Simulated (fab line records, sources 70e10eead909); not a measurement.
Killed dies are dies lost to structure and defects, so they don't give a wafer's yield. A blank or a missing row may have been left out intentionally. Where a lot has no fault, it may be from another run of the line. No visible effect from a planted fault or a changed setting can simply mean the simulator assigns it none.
What tool caused it?    flow nand-harc    12 lots with 36 wafers sampled at 5 steps, on a route of 1302 steps

== WHAT EACH GAUGE READ, for each wafer ==
NHARC_A_SGD_CUT_OVL_MEAS_10. Usual: overlay-x-nm 0.3 nm, standard deviation 0.97; overlay-y-nm 0.1 nm, standard deviation 0.77.
lot   measured      on          overlay-x-nm (nm)  overlay-y-nm (nm)  flag
L805  day 19 16:16  overlay-02  -1.1 -1.0 -0.9     -0.3 -0.5 -0.3     
L807  day 19 16:00  overlay-01  -0.6 0.2 0.3       1.5 1.6 1.9        
L806  day 19 15:42  overlay-01  0.7 0.4 0.3        -0.3 -0.5 -0.6     
L808  day 20 23:05  overlay-02  0.6 -0.1 0.5       0.7 0.2 0.0        
L810  day 20 22:55  overlay-02  0.8 0.5 0.3        0.7 0.9 1.2        
L809  day 21 03:18  overlay-01  1.1 1.4 1.7        -0.8 -0.9 -1.3     
L811  day 22 14:43  overlay-01  0.7 0.1 0.0        0.0 0.0 0.4        
L820  day 25 12:35  overlay-02  12.0 11.8 11.6     -0.1 -0.7 -0.5     OFF
L821  day 25 21:02  overlay-02  11.5 11.0 11.5     -0.2 0.4 -0.1      OFF
L824  day 26 16:22  overlay-01  0.8 0.9 0.7        0.3 0.9 1.4        
L826  day 28 15:48  overlay-01  0.8 0.7 0.9        -1.2 -0.4 -0.7     
L828  day 28 18:19  overlay-02  -0.1 0.1 0.4       0.0 -0.5 -0.6      

== EACH LOT AND THE TOOL THAT RAN IT (in order: tool; ch and the chambers of the sampled wafers; start) ==
lot   NHARC_A_STAIRCASE_ETCH_444          NHARC_A_STAIRCASE_ETCHBACK_157      NHARC_A_STAIRCASE_CMP_472      NHARC_A_SGD_CUT_EXPOSE_06
L805  rie-diel-10 ch 0,1,2, day 19 07:59  rie-diel-08 ch 1,2,3, day 19 14:21  cmp-03 ch 0,1,2, day 19 15:02  arfi-scanner-02 ch 0, day 19 16:02
L807  rie-diel-08 ch 0,2,3, day 19 08:31  rie-diel-10 ch 0,3, day 19 14:05    cmp-04 ch 0,1,2, day 19 14:40  arfi-scanner-03 ch 0, day 19 15:46
L806  rie-diel-07 ch 1,2,3, day 19 09:25  rie-diel-08 ch 0,2,3, day 19 14:07  cmp-01 ch 0,1,2, day 19 14:39  arfi-scanner-02 ch 0, day 19 15:29
L808  rie-diel-07 ch 1,3, day 20 14:44    rie-diel-10 ch 2,3, day 20 21:12    cmp-01 ch 0,2,3, day 20 21:52  arfi-scanner-03 ch 0, day 20 22:51
L810  rie-diel-10 ch 0,3, day 20 15:04    rie-diel-10 ch 0,1, day 20 20:54    cmp-03 ch 2,3, day 20 21:41    arfi-scanner-01 ch 0, day 20 22:41
L809  rie-diel-08 ch 0,1, day 20 19:12    rie-diel-08 ch 1,2, day 21 01:35    cmp-04 ch 1,2, day 21 02:12    arfi-scanner-03 ch 0, day 21 03:05
L811  rie-diel-07 ch 0,1,2, day 22 08:02  rie-diel-08 ch 0,2,3, day 22 12:58  cmp-04 ch 0,2,3, day 22 13:32  arfi-scanner-02 ch 0, day 22 14:29
L820  rie-diel-08 ch 0,1, day 25 01:56    rie-diel-10 ch 1,2,3, day 25 10:55  cmp-03 ch 1,2,3, day 25 11:31  arfi-scanner-03 ch 0, day 25 12:21
L821  rie-diel-10 ch 1,2,3, day 25 14:42  rie-diel-08 ch 0,2,3, day 25 19:25  cmp-04 ch 0,1, day 25 19:54    arfi-scanner-03 ch 0, day 25 20:49
L824  rie-diel-10 ch 1,2, day 26 09:04    rie-diel-10 ch 0,1,2, day 26 14:38  cmp-03 ch 2,3, day 26 15:08    arfi-scanner-02 ch 0, day 26 16:09
L826  rie-diel-08 ch 1,3, day 28 07:56    rie-diel-07 ch 0,2, day 28 14:02    cmp-01 ch 1,2,3, day 28 14:37  arfi-scanner-02 ch 0, day 28 15:34
L828  rie-diel-10 ch 0,2,3, day 28 10:56  rie-diel-10 ch 1,3, day 28 16:34    cmp-03 ch 0,3, day 28 17:05    arfi-scanner-01 ch 0, day 28 18:05
- NHARC_A_STAIRCASE_ETCH_444: etches the open film in C4F8/O2, target depth 20400 nm, time 6800 s.
- NHARC_A_STAIRCASE_ETCHBACK_157: etches the open film in CH3F/O2, target depth 90 nm, time 167.14 s.
- NHARC_A_STAIRCASE_CMP_472: polishes SiO2.
- NHARC_A_SGD_CUT_EXPOSE_06: exposes mask SGD.

== WHAT THE TOOLS THEMSELVES READ (means of the sampled wafers that have a number; where no wafer has one, the mark that the record gives instead) ==
NHARC_A_STAIRCASE_ETCH_444. Usual: oes-product-au 0.937 a.u., standard deviation 0.019; rf-vpp-V 805 V, standard deviation 5.6.
lot   tool         oes-product-au (a.u.)  rf-vpp-V (V)  flag
L805  rie-diel-10  0.950                  803           
L807  rie-diel-08  0.935                  809           
L806  rie-diel-07  0.921                  809           
L808  rie-diel-07  0.923                  807           
L810  rie-diel-10  0.965                  802           
L809  rie-diel-08  0.933                  810           
L811  rie-diel-07  0.969                  808           
L820  rie-diel-08  0.951                  807           
L821  rie-diel-10  0.926                  801           
L824  rie-diel-10  0.956                  813           
L826  rie-diel-08  0.926                  802           
L828  rie-diel-10  0.939                  806           

NHARC_A_STAIRCASE_ETCHBACK_157. Usual: drypump-motor-current-A 5.8 A, standard deviation 0.44; oes-product-au 0.98 a.u., standard deviation 0.032; rf-vpp-V 243.9 V, standard deviation 1.8; showerhead-plenum-p-Torr 2.43 Torr, standard deviation 0.12; throttle-valve-pct 20.662 %, standard deviation 0.0083.
lot   tool         drypump-motor-current-A (A)  oes-product-au (a.u.)  rf-vpp-V (V)  showerhead-plenum-p-Torr (Torr)  throttle-valve-pct (%)  flag
L805  rie-diel-08  6.3                          0.93                   244.0         2.44                             20.657                  
L807  rie-diel-10  5.5                          1.01                   242.7         2.35                             20.659                  
L806  rie-diel-08  6.0                          0.94                   244.7         2.51                             20.662                  
L808  rie-diel-10  5.5                          1.01                   243.8         2.31                             20.652                  
L810  rie-diel-10  5.4                          1.01                   244.0         2.44                             20.668                  
L809  rie-diel-08  6.5                          1.01                   245.0         2.50                             20.652                  
L811  rie-diel-08  6.1                          0.92                   244.5         2.50                             20.658                  
L820  rie-diel-10  5.5                          0.93                   241.9         2.36                             20.662                  
L821  rie-diel-08  6.1                          0.99                   244.4         2.49                             20.662                  
L824  rie-diel-10  5.4                          1.00                   244.5         2.49                             20.662                  
L826  rie-diel-07  6.1                          1.00                   246.3         2.63                             20.663                  
L828  rie-diel-10  5.3                          0.99                   244.0         2.40                             20.673                  

NHARC_A_STAIRCASE_CMP_472. Usual: 12.4 A for motor-current-A, sd 1.1.
lot   tool    motor-current-A (A)  flag
L805  cmp-03  12.7                 
L807  cmp-04  12.5                 
L806  cmp-01  12.0                 
L808  cmp-01  11.4                 
L810  cmp-03  14.0                 
L809  cmp-04  13.1                 
L811  cmp-04  11.8                 
L820  cmp-03  13.3                 
L821  cmp-04  12.2                 
L824  cmp-03  13.2                 
L826  cmp-01  12.2                 
L828  cmp-03  12.8                 

== THE ANSWER, worked out from the rows above alone ==
Rule: take the mean of a lot's wafers that have a number; if it is more than 3 standard deviations from the usual mean, the lot is off. Also off: a lot with no number at a reading for which 4 or more lots have one. Where the step has rows for the other lots, those lots are counted as sound. The gauges are gone through in route order, then the tools' own readings, and for those a lot's mean is taken as printed above. The first step at which some lot is off is used, and at that step the reading that is off furthest; a lot without a number counts as furthest.
Off at NHARC_A_SGD_CUT_OVL_MEAS_10 (overlay-x-nm): L820, L821.
If a tool, at a process step before that reading, ran all the lots that are off and no sound lot after the first of them, it fits. Gauges at NHARC_A_SGD_CUT_OVL_MEAS_10: tried the same way as those tools. One fits: NHARC_A_SGD_CUT_EXPOSE_06 on arfi-scanner-03. A fault onset in the window from L809 (day 21 03:05, its last sound lot) to L820 (day 25 12:21, its first lot off) fits.

== WHAT HAD BEEN PUT IN BY THE SIMULATOR ==
Scanner matching overlay: arfi-scanner-03, from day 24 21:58 on, at NHARC_A_SGD_CUT_EXPOSE_06. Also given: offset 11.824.
Shown lots that were struck: L820, L821. The rule above reached the same finding.
